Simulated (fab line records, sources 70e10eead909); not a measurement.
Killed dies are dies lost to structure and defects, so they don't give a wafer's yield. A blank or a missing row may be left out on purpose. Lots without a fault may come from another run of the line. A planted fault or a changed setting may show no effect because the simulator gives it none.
Which tool did it? | flow nand_harc | 7 lots, 21 wafers sampled, at 2 steps of a route of 1159

WHAT THE GAUGES READ, wafer by wafer
NHARC_THIN_TSV_CD_MEAS_12: target cd 1000 nm.
lot  | measured     | on        | cd_nm (nm)
L122 | day 19 12:33 | cd_sem-03 | 999.9 1000.4 1001.1
L126 | day 19 14:58 | cd_sem-01 | 998.4 1000.0 999.8
L127 | day 20 04:46 | cd_sem-03 | 1000.8 998.8 1001.1
L129 | day 20 05:49 | cd_sem-02 | 1001.0 999.5 999.4
L131 | day 21 00:37 | cd_sem-03 | 1000.0 1000.6 1001.6
L142 | day 22 15:56 | cd_sem-02 | 1002.3 1001.9 1001.6
L145 | day 25 05:28 | cd_sem-01 | 1001.4 1002.6 1001.2

WHICH TOOL RAN EACH LOT (tool, then ch and the chambers of the sampled wafers, then the start)
lot  | NHARC_A_CHANNEL_FILL_D1_ETCHBACK_20
L122 | rie_diel-03 ch 1,2,3, day 10 08:58
L126 | rie_diel-07 ch 0,1,2, day 10 12:07
L127 | rie_diel-03 ch 2,3, day 10 17:35
L129 | rie_diel-07 ch 0,1,2, day 11 08:54
L131 | rie_diel-03 ch 0,2,3, day 12 05:17
L142 | rie_diel-03 ch 0,1,3, day 14 12:26
L145 | rie_diel-07 ch 0,1,3, day 15 06:21
- NHARC_A_CHANNEL_FILL_D1_ETCHBACK_20: etches the open film in C4F8/O2/Ar, target depth 27 nm, time 13.5 s.

THE ANSWER, worked out from the rows above alone
Rule: what is usual is taken from the lots themselves. Put in order of their means at a reading, lots are off if they are a third of the lots or fewer, leave a main group of 4 or more, and stand apart from it by a gap of 3 or more times the standard deviation of the main group's means; of several such gaps the widest counts. A main group whose means are all the same, to the digits that the tables above print for the reading, isn't used. A lot without any number at a reading at which 4 lots or more have one is off too. The other lots that the step has rows for count as sound.
No lot is off at any reading shown: from this, nothing can be told.

WHAT THE SIMULATOR HAD PUT IN
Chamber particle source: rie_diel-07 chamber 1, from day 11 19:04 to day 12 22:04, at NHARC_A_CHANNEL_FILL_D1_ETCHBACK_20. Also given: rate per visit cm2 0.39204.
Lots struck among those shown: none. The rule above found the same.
